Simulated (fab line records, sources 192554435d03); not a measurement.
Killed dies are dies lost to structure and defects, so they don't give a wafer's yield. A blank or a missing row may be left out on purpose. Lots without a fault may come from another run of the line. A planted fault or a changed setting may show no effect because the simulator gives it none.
Chamber matching | flow n5_finfet | N5_BEOL_M10_CURE_72 on uv_cure-01: 3 sister chambers
The step cures SiCOH lowk, time 120 s. 3 wafers are shown with their chamber, then 11 later ones without.

WAFERS WITH THEIR CHAMBER
wafer  | chamber | wafer_temp_C_max
L086.5 | 1       | 371.7
L088.6 | 2       | 371.5
L090.4 | 0       | 371.3

WAFERS WITHOUT THEIR CHAMBER
wafer  | wafer_temp_C_max
L090.5 | 372.1
L090.6 | 371.6
L095.1 | 371.0
L095.2 | 371.2
L095.3 | 372.2
L095.4 | 371.6
L095.5 | 371.5
L095.6 | 371.9
L097.2 | 371.0
L097.4 | 371.5
L097.5 | 371.0

WHICH CHAMBER EACH WENT THROUGH
wafer  | from the rows above          | in truth
L090.5 | can't be placed: 1 or 2 or 0 | 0
L090.6 | can't be placed: 1 or 2 or 0 | 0
L095.1 | can't be placed: 0 or 2 or 1 | 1
L095.2 | can't be placed: 0 or 2 or 1 | 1
L095.3 | can't be placed: 1 or 2 or 0 | 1
L095.4 | can't be placed: 1 or 2 or 0 | 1
L095.5 | can't be placed: 2 or 0 or 1 | 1
L095.6 | can't be placed: 1 or 2 or 0 | 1
L097.2 | can't be placed: 0 or 2 or 1 | 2
L097.4 | can't be placed: 2 or 0 or 1 | 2
L097.5 | can't be placed: 0 or 2 or 1 | 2
Placed correctly: 0 of 11. Can't be placed from these rows: 11 (the true chamber is among the candidates in 11). Placed wrongly: 0.
How it was worked out, from the rows above alone: a wafer's distance from a chamber is the root of the sum, over the readings, of the square of ((its reading less the chamber's mean) divided by the reading's scatter). The wafer belongs to the nearest chamber; if the next one is less than 2 further off, it can't be placed. A chamber's mean is the mean of its shown wafers. The scatter: with one shown wafer a chamber, the root of the mean of the squares of how far each hidden wafer lies from its nearest shown one.
